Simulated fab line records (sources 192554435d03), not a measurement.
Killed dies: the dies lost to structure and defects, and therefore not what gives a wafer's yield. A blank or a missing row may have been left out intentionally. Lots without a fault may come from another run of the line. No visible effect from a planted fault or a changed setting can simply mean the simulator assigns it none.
fab line records	flow n5Finfet
[record] lots = 5	wafers = 15	lastDay = 17
route steps=1938 shown BEOL_M4@1099 BEOL_M5@1112 BEOL_M11@1573 PASSIVATION@1936
lots that met no fault: taken from a fault-free run of the same line
startH: hours from the record's first day to the start of the lot's first wafer shown	waitH: hours from the lot's prior step to this one	" the same as in the row above	L1.1+2: several wafers, shown together as one row	- no value, or no start was given	* or withheld: withheld	< > ~ a bound
route shown NAME@n: names a module that has steps shown in the file, with the first one's number in the route	usual: the fault-free wafers' mean and standard deviation	same: alike in all rows	chamber/n: place in a boat	sites: readings site by site	_std_site: how widely they spread, as a standard deviation	_edge_site: the outer-site mean with the inner-site mean subtracted	radiusMm: how far each site lies from the wafer's centre	mask NAME#n: copy n	behind: the tool/chamber that last shaped the wafer	hold: why the lot went on hold/how many hours it stayed there/how the hold came to an end	device: the n, p or np transistor that did not switch	end of line: tests of these same wafers at the route's end	step lacking rows: just its recipe	killed: at the first sort, the dies lost to defects and structure; wafer yield is something else	map: shows each die of a wafer: x if killed, . if not, _ if none is there
set.NAME: the setting the step ran with; set.NAME@STEP: the setting that earlier step ran with	model.NAME: the simulator's own value behind a step, which no gauge read
certain route steps with their lots: each step a table, each wafer a row
services: from which hour (startH, from the record's first day; less than 0 if before it) a tool's chamber was out of use, for how many hours, and why
[[steps]]
[step N5_BEOL_M4_ANNEAL_95]
[recipe] tempC = 400	timeS = 240	ambient = vacuum
[step N5_BEOL_M4_SPUTTER_96]
[recipe] material = Cu	targetThkA = 45	tempC = -20	chamberPressurePa = 0.07	powerW = withheld	timeS = 8.29
[step N5_BEOL_M4_ECD_50]
[recipe] material = Cu	targetThkA = 3000
[step N5_BEOL_M4_ANNEAL_51]
[recipe] tempC = 225	timeS = 90	ambient = N2
[step N5_BEOL_M4_CMP_52]
[recipe] stopOn = SiOC	tOverpolishS = 6.8	downForcePsi = 1	platenRpm = 50	clearingPlatenDownForcePsi = 1.5	clearingPlatenRpm = 50	postCmpClean = cuAlkaline	targetThkNm = 40	clearingPlatenPadVelocityMS = 0.99484	padVelocityMS = 0.99484
[step N5_BEOL_M4_PRE_CLEAN_60]
[recipe] gas = NH3/H2	timeS = 15	tempC = *	rfPowerW = 300
[step N5_BEOL_M4_CO_CAP_55]
[recipe] material = Co	targetThkA = 20	tempC = 200	precursor = CCTBA/H2	pressureTorr = 30	timeS = 102.1
[step N5_BEOL_M4_PRE_CLEAN_56]
[recipe] gas = NH3	timeS = 15	tempC = withheld	rfPowerW = 300
[step N5_BEOL_M4_DEP_57]
[recipe] material = SiCN	targetThkA = 80	tempC = withheld	precursor = 3MS/NH3	pressureTorr = 3	rfW = 202	timeS = 14
[step N5_BEOL_M4_RC_MEAS_101]
[usual] DIBL_N = 35.8/1.8	DIBL_P = 35.6/2	IOFF_N = 0.148/0.028	IOFF_P = 0.20/0.034	ION_N = 672/12	ION_P = 462/8.5	SS_N = 71.2/0.65	SS_P = 73.1/0.67	VT_N = 251/3.3	VT_P = -251/3.8
lot.wafer	tool	chamber	startH	waitH	DIBL_N[mV/V]	DIBL_P[mV/V]	IOFF_N[nA/um]	IOFF_P[nA/um]	ION_N[uA/um]	ION_P[uA/um]	SS_N[mV/dec]	SS_P[mV/dec]	VT_N[mV]	VT_P[mV]
L711.2	prober-01	0	171.13	0.2	37.9	39.4	0.177	0.23	676	472	70.7	74.2	249	-248
L711.4	"	0	"	"	34.7	35.9	0.128	0.19	672	465	70.4	73.0	251	-252
L711.5	"	0	"	"	36.8	38.1	0.155	0.22	676	466	70.5	72.9	249	-248
L718.3	prober-01	0	204.53	0.3	34.5	34.1	0.130	0.21	667	461	70.9	72.8	254	-248
L718.4	"	0	"	"	34.9	34.2	0.126	0.21	667	468	70.9	72.9	253	-248
L718.6	"	0	"	"	34.5	32.8	0.126	0.19	676	471	70.6	73.7	253	-252
L719.1	prober-02	0	218.10	0.0	36.0	35.9	0.134	0.21	676	468	71.1	72.8	253	-247
L719.5	"	0	"	"	36.2	35.7	0.143	0.20	680	466	70.4	73.2	251	-247
L719.6	"	0	"	"	35.4	35.4	0.123	0.20	659	465	71.1	73.1	253	-251
L720.4	prober-01	0	221.97	0.5	35.9	36.5	0.144	0.20	674	469	71.4	73.4	252	-253
L720.5	"	0	"	"	35.4	35.2	0.135	0.18	678	466	69.6	72.9	253	-253
L720.6	"	0	"	"	35.8	34.9	0.143	0.18	665	454	70.8	73.1	253	-253
L733.3	prober-02	0	311.02	0.3	34.3	34.4	0.142	0.20	690	471	70.7	72.1	253	-250
L733.4	"	0	"	"	37.9	38.2	0.200	0.25	686	472	71.2	73.8	247	-247
L733.6	"	0	"	"	38.1	38.1	0.214	0.26	705	481	71.2	72.8	243	-244
[step N5_BEOL_M5_ILD_DEP_00]
[recipe] material = SiCOH_lowk	targetThkA = 1406.4	tempC = 300	precursor = DEMS/porogen	pressureTorr = 5	rfW = 500	timeS = 25.9
[step N5_BEOL_M5_CURE_79]
[recipe] tempC = 385	timeS = 240	ambient = He/Ar	material = SiCOH_lowk
[step N5_BEOL_M5_PECVD_70]
[recipe] material = SiO2	targetThkA = 160	tempC = 400	precursor = TEOS/O2	pressureTorr = 5.5	rfW = 450	teosFlowSccm = 53.8	gas = O2	flowSccm = 3000	timeS = 18
[step N5_BEOL_M5_HM_DEP_02]
[recipe] material = TiN	targetThkA = 200	tempC = 25	chamberPressurePa = 0.49996
[step N5_BEOL_M5_COAT_59]
[recipe] resist = SOC	tempC = 250	timeS = 60	spinRpm = 1500	resistThkNm = 60
[step N5_BEOL_M5_COAT_60]
[recipe] resist = SiARC	tempC = 220	timeS = 60	spinRpm = 1500	resistThkNm = 12
[step N5_BEOL_M5_COAT_71]
[recipe] resist = underlayer	tempC = 205	timeS = 60	spinRpm = 1500	resistThkNm = 5
[step N5_BEOL_M5_COAT_05]
[recipe] resist = CAR-EUV	spinRpm = 1500	resistThkNm = 30
[step N5_BEOL_M5_EBR_07]
[recipe] solvent = PGMEA	ebrWidthMm = 1.5
[step N5_BEOL_M5_SOFTBAKE_06]
[recipe] tempC = 110	timeS = 60	resist = CAR-EUV
[step N5_BEOL_M5_EXPOSE_08]
[recipe] maskId = M5	na = 0.33	sourceShape = annular	sigmaInner = 0.4	sigmaOuter = 0.8	polarization = unpolarized	targetCdNm = 28	doseMj = 35.75
[step N5_BEOL_M5_PEB_09]
[recipe] pebTempC = 100	pebTimeS = 60	resist = CAR-EUV
[step N5_BEOL_M5_DEVELOP_10]
[recipe] developTimeS = 30	developer = TMAH	resist = CAR-EUV	rinseLiquid = surfactantRinse	dry = airSpin	devTempC = 23
[step N5_BEOL_M5_DESCUM_16]
[recipe] chemistry = O2	timeS = 7	sourcePowerW = 50	biasPowerW = 20	pressureMtorr = 20	rfFrequencyHz = 2.712e+07	tempC = 40	resist = CAR-EUV	o2FlowSccm = 225
[step N5_BEOL_M5_ETCH_72]
[recipe] chemistry = N2/H2	target = underlayer	targetDepthA = 65	maskMaterial = CAR-EUV	timeS = 5.2	ionEnergyEv = 200	pressureMtorr = 30	sourceW = 840	biasW = 150	n2FlowSccm = 200	h2FlowSccm = 200	ends = cleared
[step N5_BEOL_M5_ETCH_61]
[recipe] chemistry = CF4	target = SiARC	targetDepthA = 156	maskMaterial = CAR-EUV	timeS = 26	ionEnergyEv = 80	pressureMtorr = 40	sourceW = 545	biasW = 36	Ar_flow_sccm = 100	cf4FlowSccm = 100	ends = cleared
[step N5_BEOL_M5_ETCH_62]
[recipe] chemistry = N2/H2	target = SOC	targetDepthA = 750	overetchA = 150	maskMaterial = SiARC	tempC = 40	timeS = 112.5	ionEnergyEv = 200	pressureMtorr = 30	sourceW = 840	biasW = 150	n2FlowSccm = 200	h2FlowSccm = 200
[step N5_BEOL_M5_STRIP_63]
[recipe] chemistry = N2/H2	tempC = 40	n2FlowSccm = 200	h2FlowSccm = 200	rfFrequencyHz = 6e+07
[step N5_BEOL_M5_STRIP_73]
[recipe] chemistry = N2/H2	tempC = 40	n2FlowSccm = 200	h2FlowSccm = 200	rfFrequencyHz = 6e+07
[step N5_BEOL_M5_STRIP_64]
[recipe] chemistry = CF4	resist = SiARC	powerW = 300	biasPowerW = 75	pressureMtorr = 50	cf4FlowSccm = 150	rfFrequencyHz = 6e+07
[step N5_BEOL_M5_HM_OPEN_17]
[recipe] chemistry = Cl2/BCl3	targetDepthA = 200	overetchA = 60	target = TiN	maskMaterial = SOC	ionEnergyEv = 150	pressureMtorr = 10	icpW = 1000	biasW = 126	Cl2_flow_sccm = 53.25	bcl3FlowSccm = 21.75	Ar_flow_sccm = 25
[step N5_BEOL_M5_STRIP_19]
[recipe] chemistry = O2	powerW = 400	tempC = 40	pressureMtorr = 30	rfFrequencyHz = 6e+07	biasPowerW = 0	overashFraction = 0.2	o2FlowSccm = 225
[step N5_BEOL_M5_COAT_65]
[recipe] resist = SOC	tempC = 250	timeS = 60	spinRpm = 1500	resistThkNm = 60
[step N5_BEOL_M5_COAT_66]
[recipe] resist = SiARC	tempC = 220	timeS = 60	spinRpm = 1500	resistThkNm = 12
[step N5_BEOL_M11_ETCH_66]
[recipe] chemistry = N2/H2	target = SOC	targetDepthA = 1200	overetchA = 240	maskMaterial = SiARC	tempC = 40	timeS = 180	ionEnergyEv = 200	pressureMtorr = 30	sourceW = 840	biasW = 150	n2FlowSccm = 200	h2FlowSccm = 200
[usual] biasW = 150.0/0.43	chamberPressureMTorr = 30.002/0.027	drypumpMotorCurrentA = 5.5/0.5	oesProductAu = 0.65/0.073	rfVppV = 524.2/2.5	showerheadPlenumPTorr = 2.56/0.083	throttleValvePct = 17.72/0.29
lot.wafer	tool	chamber	startH	waitH	biasW	chamberPressureMTorr	drypumpMotorCurrentA	oesProductAu	rfHoursCounterH	rfVppV	showerheadPlenumPTorr	throttleValvePct	model.CAR-ArF_of_BEOL_M11_COAT_22.thkNm	model.SiARC_of_BEOL_M11_COAT_64.thkNm
L711.2	rieDiel-01	0	228.78	0.0	149.9	29.969	5.3	0.66	93	527.8	2.68	17.80	0	22.4
L711.4	"	2	"	"	150.2	29.991	5.5	0.58	193	523.2	2.55	18.15	0	22.8
L711.5	"	2	"	"	151.0	29.964	5.4	0.59	-	523.0	2.55	18.14	0	22.8
L718.3	rieDiel-02	3	259.78	0.0	-	-	-	-	-	-	-	-	55.4	30
L718.4	"	0	"	"	-	-	-	-	-	-	-	-	55.8	30
L718.6	"	0	"	"	-	-	-	-	-	-	-	-	55.2	30
L719.1	rieDiel-01	2	280.89	0.0	-	-	-	-	-	-	-	-	55.2	30
L719.5	"	2	"	"	-	-	-	-	-	-	-	-	55.2	30
L719.6	"	1	"	"	-	-	-	-	-	-	-	-	55	30
L720.4	rieDiel-02	2	280.91	0.0	-	-	-	-	-	-	-	-	56.2	30
L720.5	"	1	"	"	-	-	-	-	-	-	-	-	55.4	30
L720.6	"	0	"	"	-	-	-	-	-	-	-	-	55.8	30
L733.3	rieDiel-02	1	366.47	0.0	150.1	30.039	5.6	0.56	217	525.3	2.60	17.85	0	22.8
L733.4	"	0	"	"	150.5	29.978	6.5	0.69	48	523.2	2.59	17.41	0	23
L733.6	"	3	"	"	149.6	30.034	4.9	0.65	-	520.2	2.46	18.02	0	22.8
[step N5_BEOL_M11_VIA_ETCH_34]
[recipe] chemistry = C4F6/O2	target = SiCOH_lowk	targetDepthA = 1845	maskMaterial = SOC	taperDeg = 4	timeS = 69.2	ionEnergyEv = 250	pressureMtorr = 30	sourceW = 345	biasW = 185	Ar_flow_sccm = 300	C4F6_flow_sccm = 10	O2_flow_sccm = 10
[usual] C4F6_flow_sccm = 10.00/0.03	O2_flow_sccm = 10.00/0.033	drypumpMotorCurrentA = 5.5/0.5	mfcArSccm = 300.1/0.87	oesProductAu = 0.81/0.097	rfVppV = 659/11	showerheadPlenumPTorr = 2.86/0.091	throttleValvePct = 20.82/0.28
lot.wafer	tool	chamber	startH	waitH	C4F6_flow_sccm	O2_flow_sccm	drypumpMotorCurrentA	mfcArSccm	oesProductAu	rfHoursCounterH	rfVppV	showerheadPlenumPTorr	throttleValvePct
L711.2	rieDiel-01	0	228.91	0.0	9.98	10.06	5.3	301.1	0.82	93	667	2.98	20.86
L711.4	"	2	"	"	10.00	10.04	5.5	299.6	0.70	193	653	2.84	21.11
L711.5	"	2	"	"	10.01	10.05	5.4	300.2	0.70	-	653	2.84	21.10
L718.3	rieDiel-02	3	259.91	0.0	10.02	9.96	5.0	300.8	0.31	68	656	2.77	20.81
L718.4	"	0	"	"	9.93	9.97	6.5	299.1	0.34	14	639	2.91	20.18
L718.6	"	0	"	"	9.94	9.94	6.5	299.9	0.34	-	640	2.91	20.19
L719.1	rieDiel-01	2	281.01	0.0	10.03	10.00	5.4	300.5	0.26	209	653	2.83	20.96
L719.5	"	2	"	"	10.02	10.00	5.5	301.5	0.26	-	653	2.83	20.98
L719.6	"	1	"	"	9.99	10.03	6.0	300.8	0.33	-	675	2.79	20.23
L720.4	rieDiel-02	2	281.04	0.0	9.95	10.00	5.1	300.1	0.26	239	680	2.82	20.71
L720.5	"	1	"	"	10.00	10.08	5.6	298.4	0.27	-	657	2.95	20.98
L720.6	"	0	"	"	9.98	10.04	6.5	299.3	0.33	-	639	2.91	20.21
L733.3	rieDiel-02	1	366.59	0.0	10.04	10.00	5.6	299.5	0.70	217	657	2.94	21.18
L733.4	"	0	"	"	10.01	9.99	6.6	300.8	0.86	48	639	2.89	20.41
L733.6	"	3	"	"	10.00	9.96	5.0	300.4	0.80	-	655	2.76	21.02
[step N5_PASSIVATION_PROBE_49]
[usual] defectLimitedYield = 91.3/1.5	killed_at_M0_to_M3 = 34/11	killed_at_M4_up = 14/6.1	killedAtContacts = 12/5.9	killedAtFrontEnd = 39/11	killedAtOther = 4/3.3	killedDies = 102/18	killedOnRim = 13/3.8	killedOpen = 67/13	killedShort = 33/7.9	sort_bin_5_function = 5.1/1	sort_bin_6_memory = 3.3/0.7	sortNPass = 1077/19	sortYieldPct = 91.3/1.6
[same] grossDies = 1180	killedAtBackSide = 0	sort_bin_4_leakage[%] = 0	sort_bin_8_speed[%] = 0
lot.wafer	tool	chamber	startH	waitH	defectLimitedYield[%]	killed_at_M0_to_M3	killed_at_M4_up	killedAtContacts	killedAtFrontEnd	killedAtOther	killedDies	killedOnRim	killedOpen	killedShort	sort_bin_5_function[%]	sort_bin_6_memory[%]	sortNPass	sortYieldPct[%]
L718.3	prober-01	-	306.65	0.1	0	18	1093	17	43	9	1180	152	56	35	96.5	3.2	0	0
L718.4	prober-01	-	306.70	0.2	0	31	1082	17	46	4	1180	152	68	44	96.4	3.3	0	0
L718.6	prober-01	-	306.80	0.3	0	18	1103	7	45	7	1180	152	62	21	97.0	2.7	0	0
L720.4	prober-02	-	320.20	0.2	0	28	1092	13	40	7	1180	152	56	39	96.7	3.0	0	0
L720.5	prober-02	-	320.25	0.2	0	31	1094	13	38	4	1180	152	71	35	96.4	3.1	0	0
L720.6	prober-02	-	320.30	0.3	0	25	1096	9	46	4	1180	152	60	31	96.9	2.8	0	0
L719.1	prober-01	-	322.02	0.0	0	28	1105	6	34	7	1180	152	49	33	96.9	2.6	0	0
L719.5	prober-01	-	322.22	0.2	0	37	1083	13	43	4	1180	152	60	50	95.3	4.2	0	0
L719.6	prober-01	-	322.27	0.3	0	27	1086	10	56	1	1180	152	75	30	96.5	2.8	0	0
// killed by level:class
L718.3 BEOL_M11:areaEtch=1088 MOL_CONTACT_COAG:geometricParticle:open=13 STI_FIN_REVEAL:geometricParticle:open=10 GATE_CUT:geometricParticle:short=9 FIN_SAQP:geometricParticle:open=7 BEOL_M3:geometricParticle:open=6 STI_FIN_REVEAL:geometricParticle:short=5 BEOL_M0_SAQP:geometricParticle:open=4
L718.4 BEOL_M11:areaEtch=1068 MOL_CONTACT_COAG:geometricParticle:open=14 GATE_CUT:geometricParticle:short=12 BEOL_M3:geometricParticle:open=10 BEOL_M0_SAQP:geometricParticle:short=8 DUMMY_GATE:geometricParticle:open=7 BEOL_M0_SAQP:geometricParticle:open=7 FIN_SAQP:geometricParticle:open=6
L718.6 BEOL_M11:areaEtch=1097 FIN_SAQP:geometricParticle:open=14 STI_FIN_REVEAL:geometricParticle:open=12 MOL_CONTACT_COAG:geometricParticle:open=7 BEOL_M0_SAQP:geometricParticle:short=6 DUMMY_GATE:geometricParticle:open=4 GATE_CUT:geometricParticle:short=4 BEOL_M0_SAQP:geometricParticle:open=4
L720.4 BEOL_M11:areaEtch=1081 MOL_CONTACT_COAG:geometricParticle:open=10 STI_FIN_REVEAL:geometricParticle:open=10 BEOL_M0_SAQP:geometricParticle:open=8 DUMMY_GATE:geometricParticle:short=7 BEOL_M0_SAQP:geometricParticle:short=6 DUMMY_GATE:geometricParticle:open=5 BEOL_M1:geometricParticle:open=5
L720.5 BEOL_M11:areaEtch=1074 MOL_CONTACT_COAG:geometricParticle:open=11 BEOL_M4:geometricParticle:open=11 DUMMY_GATE:geometricParticle:open=10 BEOL_M0_SAQP:geometricParticle:short=10 GATE_CUT:geometricParticle:short=6 GATE_CUT:geometricParticle:open=5 BEOL_M0_SAQP:geometricParticle:open=5
L720.6 BEOL_M11:areaEtch=1086 STI_FIN_REVEAL:geometricParticle:open=9 FIN_SAQP:geometricParticle:short=8 MOL_CONTACT_COAG:geometricParticle:open=8 GATE_CUT:geometricParticle:short=6 BEOL_M0_SAQP:geometricParticle:open=6 BEOL_M0_SAQP:geometricParticle:short=6 BEOL_M1:geometricParticle:open=6
L719.1 BEOL_M11:areaEtch=1097 BEOL_M0_SAQP:geometricParticle:short=10 GATE_CUT:geometricParticle:open=9 BEOL_M1:geometricParticle:open=6 STI_FIN_REVEAL:geometricParticle:open=5 MOL_CONTACT_COAG:geometricParticle:short=4 BEOL_M0_SAQP:geometricParticle:open=4 STARTING-WAFER:geometricParticle:open=4
L719.5 BEOL_M11:areaEtch=1069 BEOL_M0_SAQP:geometricParticle:short=13 BEOL_M0_SAQP:geometricParticle:open=10 GATE_CUT:geometricParticle:short=9 STI_FIN_REVEAL:geometricParticle:open=8 BEOL_M4:geometricParticle:open=8 FIN_SAQP:geometricParticle:open=7 MOL_CONTACT_COAG:geometricParticle:open=7
L719.6 BEOL_M11:areaEtch=1071 STI_FIN_REVEAL:geometricParticle:open=17 MOL_CONTACT_COAG:geometricParticle:open=9 FIN_SAQP:geometricParticle:open=8 BEOL_M2:geometricParticle:open=7 BEOL_M2:geometricParticle:short=7 GATE_CUT:geometricParticle:open=6 DUMMY_GATE:geometricParticle:open=5
// map L718.3 (x killed, . not)
_________________xxxxxxxxxxxx________________
______________xxxxxxxxxxxxxxxxxx_____________
___________xxxxxxxxxxxxxxxxxxxxxxxx__________
__________xxxxxxxxxxxxxxxxxxxxxxxxxx_________
________xxxxxxxxxxxxxxxxxxxxxxxxxxxxxx_______
_______xxxxxxxxxxxxxxxxxxxxxxxxxxxxxxxx______
______xxxxxxxxxxxxxxxxxxxxxxxxxxxxxxxxxx_____
_____xxxxxxxxxxxxxxxxxxxxxxxxxxxxxxxxxxxx____
____xxxxxxxxxxxxxxxxxxxxxxxxxxxxxxxxxxxxxx___
___xxxxxxxxxxxxxxxxxxxxxxxxxxxxxxxxxxxxxxxx__
___xxxxxxxxxxxxxxxxxxxxxxxxxxxxxxxxxxxxxxxx__
__xxxxxxxxxxxxxxxxxxxxxxxxxxxxxxxxxxxxxxxxxx_
__xxxxxxxxxxxxxxxxxxxxxxxxxxxxxxxxxxxxxxxxxx_
_xxxxxxxxxxxxxxxxxxxxxxxxxxxxxxxxxxxxxxxxxxxx
_xxxxxxxxxxxxxxxxxxxxxxxxxxxxxxxxxxxxxxxxxxxx
_xxxxxxxxxxxxxxxxxxxxxxxxxxxxxxxxxxxxxxxxxxxx
_xxxxxxxxxxxxxxxxxxxxxxxxxxxxxxxxxxxxxxxxxxxx
_xxxxxxxxxxxxxxxxxxxxxxxxxxxxxxxxxxxxxxxxxxxx
_xxxxxxxxxxxxxxxxxxxxxxxxxxxxxxxxxxxxxxxxxxxx
_xxxxxxxxxxxxxxxxxxxxxxxxxxxxxxxxxxxxxxxxxxxx
_xxxxxxxxxxxxxxxxxxxxxxxxxxxxxxxxxxxxxxxxxxxx
__xxxxxxxxxxxxxxxxxxxxxxxxxxxxxxxxxxxxxxxxxx_
__xxxxxxxxxxxxxxxxxxxxxxxxxxxxxxxxxxxxxxxxxx_
___xxxxxxxxxxxxxxxxxxxxxxxxxxxxxxxxxxxxxxxx__
___xxxxxxxxxxxxxxxxxxxxxxxxxxxxxxxxxxxxxxxx__
____xxxxxxxxxxxxxxxxxxxxxxxxxxxxxxxxxxxxxx___
_____xxxxxxxxxxxxxxxxxxxxxxxxxxxxxxxxxxxx____
______xxxxxxxxxxxxxxxxxxxxxxxxxxxxxxxxxx_____
_______xxxxxxxxxxxxxxxxxxxxxxxxxxxxxxxx______
________xxxxxxxxxxxxxxxxxxxxxxxxxxxxxx_______
__________xxxxxxxxxxxxxxxxxxxxxxxxxx_________
___________xxxxxxxxxxxxxxxxxxxxxxxx__________
______________xxxxxxxxxxxxxxxxxx_____________
_________________xxxxxxxxxxxx________________
// map L719.1 (x killed, . not)
_________________xxxxxxxxxxxx________________
______________xxxxxxxxxxxxxxxxxx_____________
___________xxxxxxxxxxxxxxxxxxxxxxxx__________
__________xxxxxxxxxxxxxxxxxxxxxxxxxx_________
________xxxxxxxxxxxxxxxxxxxxxxxxxxxxxx_______
_______xxxxxxxxxxxxxxxxxxxxxxxxxxxxxxxx______
______xxxxxxxxxxxxxxxxxxxxxxxxxxxxxxxxxx_____
_____xxxxxxxxxxxxxxxxxxxxxxxxxxxxxxxxxxxx____
____xxxxxxxxxxxxxxxxxxxxxxxxxxxxxxxxxxxxxx___
___xxxxxxxxxxxxxxxxxxxxxxxxxxxxxxxxxxxxxxxx__
___xxxxxxxxxxxxxxxxxxxxxxxxxxxxxxxxxxxxxxxx__
__xxxxxxxxxxxxxxxxxxxxxxxxxxxxxxxxxxxxxxxxxx_
__xxxxxxxxxxxxxxxxxxxxxxxxxxxxxxxxxxxxxxxxxx_
_xxxxxxxxxxxxxxxxxxxxxxxxxxxxxxxxxxxxxxxxxxxx
_xxxxxxxxxxxxxxxxxxxxxxxxxxxxxxxxxxxxxxxxxxxx
_xxxxxxxxxxxxxxxxxxxxxxxxxxxxxxxxxxxxxxxxxxxx
_xxxxxxxxxxxxxxxxxxxxxxxxxxxxxxxxxxxxxxxxxxxx
_xxxxxxxxxxxxxxxxxxxxxxxxxxxxxxxxxxxxxxxxxxxx
_xxxxxxxxxxxxxxxxxxxxxxxxxxxxxxxxxxxxxxxxxxxx
_xxxxxxxxxxxxxxxxxxxxxxxxxxxxxxxxxxxxxxxxxxxx
_xxxxxxxxxxxxxxxxxxxxxxxxxxxxxxxxxxxxxxxxxxxx
__xxxxxxxxxxxxxxxxxxxxxxxxxxxxxxxxxxxxxxxxxx_
__xxxxxxxxxxxxxxxxxxxxxxxxxxxxxxxxxxxxxxxxxx_
___xxxxxxxxxxxxxxxxxxxxxxxxxxxxxxxxxxxxxxxx__
___xxxxxxxxxxxxxxxxxxxxxxxxxxxxxxxxxxxxxxxx__
____xxxxxxxxxxxxxxxxxxxxxxxxxxxxxxxxxxxxxx___
_____xxxxxxxxxxxxxxxxxxxxxxxxxxxxxxxxxxxx____
______xxxxxxxxxxxxxxxxxxxxxxxxxxxxxxxxxx_____
_______xxxxxxxxxxxxxxxxxxxxxxxxxxxxxxxx______
________xxxxxxxxxxxxxxxxxxxxxxxxxxxxxx_______
__________xxxxxxxxxxxxxxxxxxxxxxxxxx_________
___________xxxxxxxxxxxxxxxxxxxxxxxx__________
______________xxxxxxxxxxxxxxxxxx_____________
_________________xxxxxxxxxxxx________________
[[services]]
tool	chamber	startH	hours	kind
rieDiel-02	0	227.10	2.8	repair
rieDiel-02	1	264.14	12.0	repair
rieDiel-02	2	311.35	-	clean
rieDiel-02	2	311.35	-	consumableReplace:focusRing
rieDiel-02	2	311.35	23.3	scheduledDown
rieDiel-02	2	311.35	23.3	ventCycle
rieDiel-01	3	364.43	-	clean
rieDiel-01	3	364.43	-	consumableReplace:focusRing
rieDiel-01	3	364.43	22.5	scheduledDown
rieDiel-01	3	364.43	22.5	ventCycle
[[key]]
[firstSign] step = N5_BEOL_M11_ETCH_66	reading = toolRecord	direction = missing
[effect] step = N5_BEOL_M11_VIA_ETCH_34	reading = oesProductAu	direction = down	sigmas = 5.2	usual = 0.81	struck = 0.30
[effect] step = N5_PASSIVATION_PROBE_49	reading = killed_at_M4_up	direction = up	sigmas = 99+	usual = 14	struck = 1093
[modelEffect] step = N5_BEOL_M11_ETCH_66	value = CAR-ArF_of_BEOL_M11_COAT_22.thkNm	without = 0	struck = 55.47
[moreKillsBornAt] N5_BEOL_M11_ETCH_66@rieDiel-02 = 6494	N5_BEOL_M11_ETCH_66@rieDiel-01 = 3237
metAt N5_BEOL_M11_ETCH_66
struckWafers L718.3,L718.4,L718.6,L719.1,L719.5,L719.6,L720.4,L720.5,L720.6
laterRowsLeftOut L718.3,L718.4,L718.6,L719.1,L719.5,L719.6,L720.4,L720.5,L720.6
onsetBetween 228.78 259.78
[fault] kind = skippedStepWhole	tool = rieDiel-01,rieDiel-02	chamber = -	onsetH = 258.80	steps = N5_BEOL_M11_ETCH_66	scope = struckLotsOnly
// laterRowsLeftOut: the simulator's readings of these wafers behind a module that went badly wrong aren't trusted and aren't shown, but for the sort
